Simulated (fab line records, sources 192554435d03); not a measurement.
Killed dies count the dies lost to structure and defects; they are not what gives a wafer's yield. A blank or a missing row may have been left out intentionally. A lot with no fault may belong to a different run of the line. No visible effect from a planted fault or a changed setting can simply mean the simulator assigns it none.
fab line records | flow n5_finfet
record: lots: 5 wafers: 15 last_day: 18
route steps=1938 shown BEOL_M13@1698 PASSIVATION@1936
lots with no fault: from the same line, run without faults
start_h: start of the lot's first displayed wafer, in hours after the record's first day | wait_h: hours elapsed since this lot's preceding step | " as in the row above | L1.1+2: several wafers, shown together as one row | - no value present, or no start provided | * or withheld: withheld | < > ~ a bound
route shown NAME@n: NAME is a module with steps in the file, n the number in the route of the first one | usual: mean and standard deviation over wafers with no fault | same: alike in all rows | chamber/n: place in a boat | sites: the reading at each site | _std_site: standard deviation across them | _edge_site: outer sites' mean less inner sites' | radius_mm: for every site, how far away it sits from the centre of the wafer | mask NAME#n: copy n | behind: the tool/chamber that last shaped the wafer | hold: cause of the lot's hold/its duration in hours/its outcome | device: names the non-switching transistor (n, p or np) | end of line: the same wafers' tests at the end of the route | a step given without rows: its recipe and nothing more | killed: dies that structure and defects cost at the first sort, which is not the same as the wafer's yield | map: the dies of a wafer, with x for killed, . for not killed, _ for no die there
set.NAME: the setting that was run; set.NAME@STEP: the one run at that earlier step | model.NAME: the simulator's own value behind a step, which no gauge read
lots at selected steps of the route; one table per step, one row per wafer
services: when a tool's chamber went out of use (start_h, in hours from the record's first day, below 0 if earlier), for how many hours, and the reason
== steps ==
step: N5_BEOL_M13_OCD_MEAS_35
usual: trench_depth_nm: 414/6.4
columns lot.wafer tool chamber start_h wait_h trench_depth_nm
L641.1 ocd-01 - 308.21 0.0 414
L641.2 " - " " 398
L641.4 " - " " 415
L645.4 ocd-01 - 327.18 0.0 420
L645.5 " - " " 417
L645.6 " - " " 419
L649.1 ocd-01 - 332.08 0.0 424
L649.2 " - " " 404
L649.6 " - " " 415
L651.2 ocd-02 - 359.63 0.0 406
L651.4 " - " " 406
L651.5 " - " " 417
L657.2 ocd-01 - 396.96 0.0 410
L657.4 " - " " 410
L657.5 " - " " 410
step: N5_BEOL_M13_STRIP_37
recipe: chemistry: N2/H2 power_w: 1000 temp_c: 250 h2_frac: 0.65 overash_fraction: 0.3 pressure_mtorr: withheld n2_flow_sccm: 1750 h2_flow_sccm: 3250
usual: drypump_motor_current_A: 6.0/0.55 heater_power_w: 320/30 oes_product_au: 0.784/0.01
same: overash_fraction: 0.3
columns lot.wafer tool chamber start_h wait_h drypump_motor_current_A heater_power_w oes_product_au rf_hours_counter_h
L641.1 plasma_asher-01 1 308.25 0.0 5.5 382 0.790 136
L641.2 " 0 " " 6.4 312 0.759 136
L641.4 " 0 " " 6.5 312 0.790 -
L645.4 plasma_asher-02 0 327.23 0.1 6.6 297 0.773 -
L645.5 " 0 " " 6.6 296 0.791 -
L645.6 " 1 " " 5.4 303 0.788 -
L649.1 plasma_asher-01 0 332.12 0.0 6.5 324 0.782 141
L649.2 " 1 " " 5.6 375 0.794 141
L649.6 " 0 " " 6.5 315 0.788 -
L651.2 plasma_asher-01 0 359.67 0.0 6.5 321 0.788 146
L651.4 " 0 " " 6.5 315 0.785 -
L651.5 " 1 " " 5.5 377 0.786 -
L657.2 plasma_asher-01 0 397.00 0.0 6.5 315 0.770 153
L657.4 " 1 " " 5.6 377 0.774 -
L657.5 " 0 " " 6.5 313 0.771 -
step: N5_BEOL_M13_ETCH_38
recipe: chemistry: CF4/N2 target: SiCN target_depth_a: 675 taper_deg: 2 time_s: 71.9 ion_energy_ev: 150 mask_material: SiO2 pressure_mtorr: 40 source_w: 430 bias_w: 70 Ar_flow_sccm: 100 cf4_flow_sccm: 60 n2_flow_sccm: 60
usual: drypump_motor_current_A: 5.5/0.36 oes_product_au: 0.80/0.087 rf_vpp_V: 382.3/1.8 showerhead_plenum_p_Torr: 2.21/0.06 throttle_valve_pct: 15.44/0.21
columns lot.wafer tool chamber start_h wait_h drypump_motor_current_A oes_product_au rf_hours_counter_h rf_vpp_V showerhead_plenum_p_Torr throttle_valve_pct
L641.1 rie_diel-05 1 310.53 - 5.0 0.83 95 380.6 2.14 15.26
L641.2 " 2 " " 5.8 0.79 137 382.8 2.21 15.79
L641.4 " 0 " " 4.9 0.67 248 379.7 2.17 15.80
L645.4 rie_diel-03 1 328.05 - 5.1 0.78 123 382.1 2.21 15.30
L645.5 " 0 " " 6.2 0.85 - 380.2 2.15 15.15
L645.6 " 1 " " 5.1 0.78 - 382.4 2.21 15.30
L649.1 rie_diel-03 0 334.09 - 6.2 0.84 51 380.1 2.15 15.17
L649.2 " 3 " " 5.4 0.72 189 383.1 2.19 15.79
L649.6 " 0 " " 6.2 0.84 - 380.0 2.15 15.15
L651.2 rie_diel-06 1 359.95 - 5.7 0.84 58 385.9 2.33 15.31
L651.4 " 0 " " 5.4 0.99 1 382.2 2.17 15.29
L651.5 " 3 " " 5.1 0.87 - 381.6 2.15 15.39
L657.2 rie_diel-06 3 397.26 - 5.2 0.86 66 380.4 2.14 15.41
L657.4 " 3 " " 5.2 0.86 - 379.7 2.14 15.44
L657.5 " 2 " " 5.8 0.73 - 383.1 2.20 15.65
step: N5_BEOL_M13_PRECLEAN_39
recipe: chemistry: residue_remover time_s: 60 temp_c: 40
step: N5_BEOL_M13_SRD_40
recipe: time_s: 30 temp_c: 23 rinse_liquid: diw dry: n2_spin spin_rpm: 1500 dry_time_s: 30
step: N5_BEOL_M13_DEGAS_41
recipe: ambient: vacuum temp_c: 250 time_s: 60
usual: heater_power_w: 322/39
columns lot.wafer tool chamber start_h wait_h heater_power_w
L641.1 pvd_sputter-03 - 310.93 0.2 357
L641.2 " - " " 314
L641.4 " - " " 331
L645.4 pvd_sputter-01 - 328.44 0.2 254
L645.5 " - " " 334
L645.6 " - " " 345
L649.1 pvd_sputter-02 - 336.05 1.8 243
L649.2 " - " " 348
L649.6 " - " " 346
L651.2 pvd_sputter-02 - 360.37 0.3 246
L651.4 " - " " 341
L651.5 " - " " 358
L657.2 pvd_sputter-02 - 398.15 0.7 239
L657.4 " - " " 348
L657.5 " - " " 350
step: N5_BEOL_M13_PRE_CLEAN_42
recipe: gas: H2/He time_s: 30 temp_c: 250
usual: heater_power_w: 322/38
columns lot.wafer tool chamber start_h wait_h heater_power_w
L641.1 pvd_sputter-03 - 310.97 0.0 356
L641.2 " - " " 314
L641.4 " - " " 339
L645.4 pvd_sputter-01 - 328.48 0.0 254
L645.5 " - " " 341
L645.6 " - " " 348
L649.1 pvd_sputter-02 - 336.09 0.0 242
L649.2 " - " " 347
L649.6 " - " " 343
L651.2 pvd_sputter-02 - 360.41 0.0 245
L651.4 " - " " 346
L651.5 " - " " 350
L657.2 pvd_sputter-02 - 398.19 0.0 245
L657.4 " - " " 340
L657.5 " - " " 342
step: N5_BEOL_M13_SPUTTER_43
recipe: material: TaN target_thk_a: 150 temp_c: 50 bias_v: 168.6 power_w: 15000 chamber_pressure_pa: 0.12 time_s: 24.19
step: N5_BEOL_M13_SPUTTER_44
recipe: material: Ta target_thk_a: 100 temp_c: 50 bias_v: 80 power_w: 15000 chamber_pressure_pa: 0.07 time_s: 16.13
usual: throttle_valve_pct: 30.4/1.2
columns lot.wafer tool chamber start_h wait_h throttle_valve_pct
L641.1 pvd_sputter-03 - 311.09 0.0 28.8
L641.2 " - " " 32.7
L641.4 " - " " 29.6
L645.4 pvd_sputter-01 - 328.60 0.0 30.3
L645.5 " - " " 28.6
L645.6 " - " " 31.3
L649.1 pvd_sputter-02 - 336.21 0.0 29.5
L649.2 " - " " 31.7
L649.6 " - " " 31.2
L651.2 pvd_sputter-02 - 360.53 0.0 29.2
L651.4 " - " " 31.4
L651.5 " - " " 31.5
L657.2 pvd_sputter-02 - 398.31 0.0 29.1
L657.4 " - " " 31.2
L657.5 " - " " 31.6
step: N5_BEOL_M13_SPUTTER_45
recipe: material: Cu target_thk_a: 800 temp_c: -20 bias_v: 60 power_w: 26000 chamber_pressure_pa: 0.13 time_s: 13.33
step: N5_BEOL_M13_ECD_47
recipe: material: Cu target_thk_a: 9360
step: N5_BEOL_M13_ANNEAL_48
recipe: temp_c: 225 time_s: 90 ambient: N2
step: N5_BEOL_M13_CMP_49
recipe: stop_on: SiOC t_overpolish_s: 17.1 down_force_psi: 1 platen_rpm: 50 clearing_platen_down_force_psi: 1.5 clearing_platen_rpm: 50 post_cmp_clean: cu_alkaline target_thk_nm: 420 clearing_platen_pad_velocity_m_s: 0.99484 pad_velocity_m_s: 0.99484
usual: barrier_field_endpoint_s: 30.4/0.72 head_pressure_psi: 1.0002/0.0022 motor_current_A: 6.1/0.58 overpolish_run_s: 17.100/0.0093 slurry_filter_dp_kPa: 13.50/0.14
same: t_overpolish_s: 17.1
columns lot.wafer tool chamber start_h wait_h barrier_field_endpoint_s head_pressure_psi motor_current_A overpolish_run_s slurry_filter_dp_kPa
L641.4 cmp-03 3 311.75 0.1 30.8 1.0005 7.3 17.106 13.66
L641.1 " 0 " " 30.4 1.0030 5.6 17.111 13.19
L641.2 " 2 " " 31.1 1.0022 5.9 17.109 13.63
L645.4 cmp-03 2 329.50 0.2 30.5 0.9976 5.7 17.095 13.49
L645.6 " 1 " " 25.3 1.1605 6.4 17.109 13.21
L645.5 " 2 " " 30.4 1.0012 5.4 17.104 13.33
L649.2 cmp-01 3 336.98 0.2 29.5 1.0013 5.2 17.092 13.42
L649.1 " 2 " " 29.5 0.9970 6.1 17.101 13.43
L649.6 " 0 " " 30.2 0.9974 6.6 17.103 13.34
L651.4 cmp-04 1 361.24 0.2 29.9 1.0014 5.9 17.100 13.57
L651.2 " 2 " " 29.4 0.9991 6.0 17.118 13.65
L651.5 " 0 " " 29.6 0.9987 6.2 17.102 13.53
L657.2 cmp-04 2 399.45 0.2 30.9 1.0014 5.7 17.102 13.59
L657.4 " 1 " " 29.6 0.9999 6.2 17.097 13.47
L657.5 " 3 " " 30.4 0.9998 5.8 17.087 13.58
step: N5_PASSIVATION_PROBE_49
usual: defect_limited_yield: 91.2/1.4 killed_at_M0_to_M3: 34/10 killed_at_M4_up: 13/5.1 killed_at_contacts: 12/6.5 killed_at_front_end: 41/11 killed_at_other: 4/3.3 killed_dies: 104/16 killed_open: 69/13 killed_short: 33/7 sort_bin_5_function: 5.1/0.91 sort_bin_6_memory: 3.3/0.69 sort_n_pass: 1076/16 sort_yield_pct: 91.2/1.4
same: gross_dies: 1180 killed_at_back_side: 0 sort_bin_4_leakage[%]: 0 sort_bin_8_speed[%]: 0
columns lot.wafer tool chamber start_h wait_h defect_limited_yield[%] killed_at_M0_to_M3 killed_at_M4_up killed_at_contacts killed_at_front_end killed_at_other killed_dies killed_open killed_short sort_bin_5_function[%] sort_bin_6_memory[%] sort_n_pass sort_yield_pct[%]
L641.1 prober-01 - 339.53 0.0 88.4 46 17 16 58 0 137 101 31 6.7 4.7 1043 88.4
L641.2 prober-01 - 339.58 0.1 89.6 37 21 17 46 2 123 93 30 6.5 3.8 1057 89.6
L641.4 prober-01 - 339.68 0.2 90.7 46 18 19 25 2 110 69 40 4.9 3.9 1070 90.7
killed by level:class
L641.1 FIN_SAQP:geometric_particle:open=25 BEOL_M2:geometric_particle:open=15 MOL_CONTACT_COAG:geometric_particle:open=14 STI_FIN_REVEAL:geometric_particle:open=11 BEOL_M0_SAQP:geometric_particle:short=10 BEOL_M4:geometric_particle:open=10 BEOL_M0_SAQP:geometric_particle:open=6 FIN_SAQP:geometric_particle:short=5
L641.2 MOL_CONTACT_COAG:geometric_particle:open=14 STI_FIN_REVEAL:geometric_particle:open=9 BEOL_M1:geometric_particle:open=9 FIN_SAQP:geometric_particle:open=8 DUMMY_GATE:geometric_particle:open=8 BEOL_M2:geometric_particle:open=8 FIN_SAQP:geometric_particle:short=7 BEOL_M3:geometric_particle:open=6
L641.4 MOL_CONTACT_COAG:geometric_particle:open=16 BEOL_M0_SAQP:geometric_particle:short=12 BEOL_M1:geometric_particle:open=9 BEOL_M2:geometric_particle:open=8 BEOL_M3:geometric_particle:open=7 FIN_SAQP:geometric_particle:short=5 BEOL_M0_SAQP:geometric_particle:open=5 BEOL_M4:geometric_particle:open=5
== services ==
columns tool chamber start_h hours kind
cmp-04 - 292.86 3.3 pm
cmp-04 - 300.09 4.0 pm
cmp-03 - 302.53 1.6 repair
cmp-04 - 304.09 - consumable_replace:conditioner
cmp-04 - 304.09 - consumable_replace:pad
cmp-01 - 308.32 0.7 repair
cmp-03 - 312.25 4.0 pm
plasma_asher-01 - 313.64 3.1 repair
cmp-03 - 316.25 - consumable_replace:conditioner
cmp-03 - 316.25 - consumable_replace:pad
rie_diel-06 2 329.05 5.4 repair
rie_diel-06 0 337.33 - clean
rie_diel-06 0 337.33 - consumable_replace:focus_ring
rie_diel-06 0 337.33 17.5 scheduled_down
rie_diel-06 0 337.33 17.5 vent_cycle
cmp-03 - 349.42 0.8 repair
rie_diel-05 2 354.62 15.6 repair
cmp-01 - 363.20 7.0 pm
rie_diel-03 2 386.88 6.2 repair
cmp-03 - 388.65 4.1 repair
rie_diel-05 3 389.90 4.8 repair
cmp-01 - 390.17 4.0 pm
rie_diel-05 - 392.84 14.6 pm
rie_diel-06 0 395.14 6.6 repair
== key ==
first_sign: step: N5_BEOL_M13_CMP_49 reading: head_pressure_psi direction: up sigmas: 72 usual: 1.0002 struck: 1.1605
effect: step: N5_BEOL_M13_CMP_49 reading: barrier_field_endpoint_s direction: down sigmas: 7 usual: 30.4 struck: 25.3
met_at N5_BEOL_M13_CMP_49
struck_wafers L645.6
fault: kind: process_parameter_drift tool: cmp-03 chamber: 1 onset_h: 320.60 steps: N5_BEOL_M13_CMP_49 channel: down_force_psi offset: 0.16105 shape: step end_h: 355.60 acts_in: these_recipes_only stated: 1
